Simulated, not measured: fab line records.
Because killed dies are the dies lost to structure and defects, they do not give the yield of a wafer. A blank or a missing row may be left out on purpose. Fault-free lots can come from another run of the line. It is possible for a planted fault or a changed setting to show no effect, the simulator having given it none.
Chamber matching / flow n5_finfet / rie_diel-02 running N5_SD_EPI_N_ETCH_34: 4 sister chambers
The step etches SiARC in CF4, target depth 45.5 nm, time 75.8 s. 24 wafers are shown with their chamber, then 12 later ones without.

## WAFERS PAIRED WITH THEIR CHAMBERS
wafer=L074.4; chamber=2; drypump_motor_current_A (A)=5.7; showerhead_plenum_p_Torr (Torr)=2.26; throttle_valve_pct (%)=15.29
wafer=L074.5; chamber=3; drypump_motor_current_A (A)=4.7; showerhead_plenum_p_Torr (Torr)=2.09; throttle_valve_pct (%)=15.60
wafer=L074.6; chamber=1; drypump_motor_current_A (A)=5.6; showerhead_plenum_p_Torr (Torr)=2.19; throttle_valve_pct (%)=15.28
wafer=L075.2; chamber=2; drypump_motor_current_A (A)=5.8; showerhead_plenum_p_Torr (Torr)=2.26; throttle_valve_pct (%)=15.27
wafer=L075.3; chamber=3; drypump_motor_current_A (A)=4.7; showerhead_plenum_p_Torr (Torr)=2.09; throttle_valve_pct (%)=15.58
wafer=L075.4; chamber=2; drypump_motor_current_A (A)=5.8; showerhead_plenum_p_Torr (Torr)=2.26; throttle_valve_pct (%)=15.29
wafer=L078.1; chamber=0; drypump_motor_current_A (A)=5.8; showerhead_plenum_p_Torr (Torr)=2.20; throttle_valve_pct (%)=15.21
wafer=L078.2; chamber=3; drypump_motor_current_A (A)=4.7; showerhead_plenum_p_Torr (Torr)=2.09; throttle_valve_pct (%)=15.61
wafer=L078.4; chamber=1; drypump_motor_current_A (A)=5.6; showerhead_plenum_p_Torr (Torr)=2.19; throttle_valve_pct (%)=15.29
wafer=L080.1; chamber=2; drypump_motor_current_A (A)=5.8; showerhead_plenum_p_Torr (Torr)=2.25; throttle_valve_pct (%)=15.32
wafer=L080.5; chamber=0; drypump_motor_current_A (A)=5.8; showerhead_plenum_p_Torr (Torr)=2.20; throttle_valve_pct (%)=15.22
wafer=L080.6; chamber=1; drypump_motor_current_A (A)=5.6; showerhead_plenum_p_Torr (Torr)=2.19; throttle_valve_pct (%)=15.31
wafer=L083.1; chamber=2; drypump_motor_current_A (A)=5.7; showerhead_plenum_p_Torr (Torr)=2.25; throttle_valve_pct (%)=15.34
wafer=L083.2; chamber=0; drypump_motor_current_A (A)=5.8; showerhead_plenum_p_Torr (Torr)=2.19; throttle_valve_pct (%)=15.25
wafer=L083.5; chamber=2; drypump_motor_current_A (A)=5.8; showerhead_plenum_p_Torr (Torr)=2.25; throttle_valve_pct (%)=15.33
wafer=L085.2; chamber=2; drypump_motor_current_A (A)=5.8; showerhead_plenum_p_Torr (Torr)=2.25; throttle_valve_pct (%)=15.37
wafer=L085.5; chamber=0; drypump_motor_current_A (A)=5.8; showerhead_plenum_p_Torr (Torr)=2.19; throttle_valve_pct (%)=15.25
wafer=L085.6; chamber=1; drypump_motor_current_A (A)=5.6; showerhead_plenum_p_Torr (Torr)=2.18; throttle_valve_pct (%)=15.35
wafer=L086.1; chamber=2; drypump_motor_current_A (A)=5.7; showerhead_plenum_p_Torr (Torr)=2.25; throttle_valve_pct (%)=15.34
wafer=L086.3; chamber=1; drypump_motor_current_A (A)=5.6; showerhead_plenum_p_Torr (Torr)=2.18; throttle_valve_pct (%)=15.34
wafer=L086.4; chamber=0; drypump_motor_current_A (A)=5.8; showerhead_plenum_p_Torr (Torr)=2.19; throttle_valve_pct (%)=15.26
wafer=L087.3; chamber=3; drypump_motor_current_A (A)=4.7; showerhead_plenum_p_Torr (Torr)=2.08; throttle_valve_pct (%)=15.66
wafer=L087.4; chamber=1; drypump_motor_current_A (A)=5.6; showerhead_plenum_p_Torr (Torr)=2.18; throttle_valve_pct (%)=15.34
wafer=L087.6; chamber=1; drypump_motor_current_A (A)=5.6; showerhead_plenum_p_Torr (Torr)=2.18; throttle_valve_pct (%)=15.34

SIGNATURES (means of the wafers above)
reading=drypump_motor_current_A; chamber 0=5.800; chamber 1=5.600; chamber 2=5.763; chamber 3=4.700; scatter within a chamber=0.0306
reading=showerhead_plenum_p_Torr; chamber 0=2.1940; chamber 1=2.1843; chamber 2=2.2538; chamber 3=2.0875; scatter within a chamber=0.00526
reading=throttle_valve_pct; chamber 0=15.2380; chamber 1=15.3214; chamber 2=15.3187; chamber 3=15.6125; scatter within a chamber=0.0298
Rule: a wafer's distance from a chamber is the root of the sum, over the readings, of the square of ((its reading less the chamber's mean) divided by the reading's scatter). The wafer belongs to the nearest chamber; if the next one is less than 2 further off, it can't be placed. The scatter: the root of (the sum of the squares of (reading less its chamber's mean) over the shown wafers, divided by (wafers less chambers)).

## WAFERS MISSING THEIR CHAMBER
wafer=L088.3; drypump_motor_current_A (A)=5.8; showerhead_plenum_p_Torr (Torr)=2.19; throttle_valve_pct (%)=15.26
wafer=L088.5; drypump_motor_current_A (A)=5.7; showerhead_plenum_p_Torr (Torr)=2.25; throttle_valve_pct (%)=15.37
wafer=L088.6; drypump_motor_current_A (A)=5.6; showerhead_plenum_p_Torr (Torr)=2.18; throttle_valve_pct (%)=15.34
wafer=L092.1; drypump_motor_current_A (A)=5.7; showerhead_plenum_p_Torr (Torr)=2.24; throttle_valve_pct (%)=15.39
wafer=L092.3; drypump_motor_current_A (A)=4.7; showerhead_plenum_p_Torr (Torr)=2.08; throttle_valve_pct (%)=15.68
wafer=L092.6; drypump_motor_current_A (A)=5.8; showerhead_plenum_p_Torr (Torr)=2.24; throttle_valve_pct (%)=15.39
wafer=L093.2; drypump_motor_current_A (A)=4.8; showerhead_plenum_p_Torr (Torr)=2.08; throttle_valve_pct (%)=15.69
wafer=L093.4; drypump_motor_current_A (A)=5.8; showerhead_plenum_p_Torr (Torr)=2.19; throttle_valve_pct (%)=15.30
wafer=L093.6; drypump_motor_current_A (A)=5.6; showerhead_plenum_p_Torr (Torr)=2.18; throttle_valve_pct (%)=15.38
wafer=L095.1; drypump_motor_current_A (A)=5.6; showerhead_plenum_p_Torr (Torr)=2.17; throttle_valve_pct (%)=15.38
wafer=L095.5; drypump_motor_current_A (A)=5.8; showerhead_plenum_p_Torr (Torr)=2.18; throttle_valve_pct (%)=15.31
wafer=L095.6; drypump_motor_current_A (A)=4.7; showerhead_plenum_p_Torr (Torr)=2.08; throttle_valve_pct (%)=15.70

## WHICH CHAMBER EACH WENT THROUGH
wafer=L088.3; from the rows above=0; in truth=0
wafer=L088.5; from the rows above=2; in truth=2
wafer=L088.6; from the rows above=1; in truth=1
wafer=L092.1; from the rows above=2; in truth=2
wafer=L092.3; from the rows above=3; in truth=3
wafer=L092.6; from the rows above=2; in truth=2
wafer=L093.2; from the rows above=3; in truth=3
wafer=L093.4; from the rows above=0; in truth=0
wafer=L093.6; from the rows above=1; in truth=1
wafer=L095.1; from the rows above=1; in truth=1
wafer=L095.5; from the rows above=0; in truth=0
wafer=L095.6; from the rows above=3; in truth=3
12 of 12 placed correctly. Number that these rows cannot place: 0. Placed wrongly: 0.
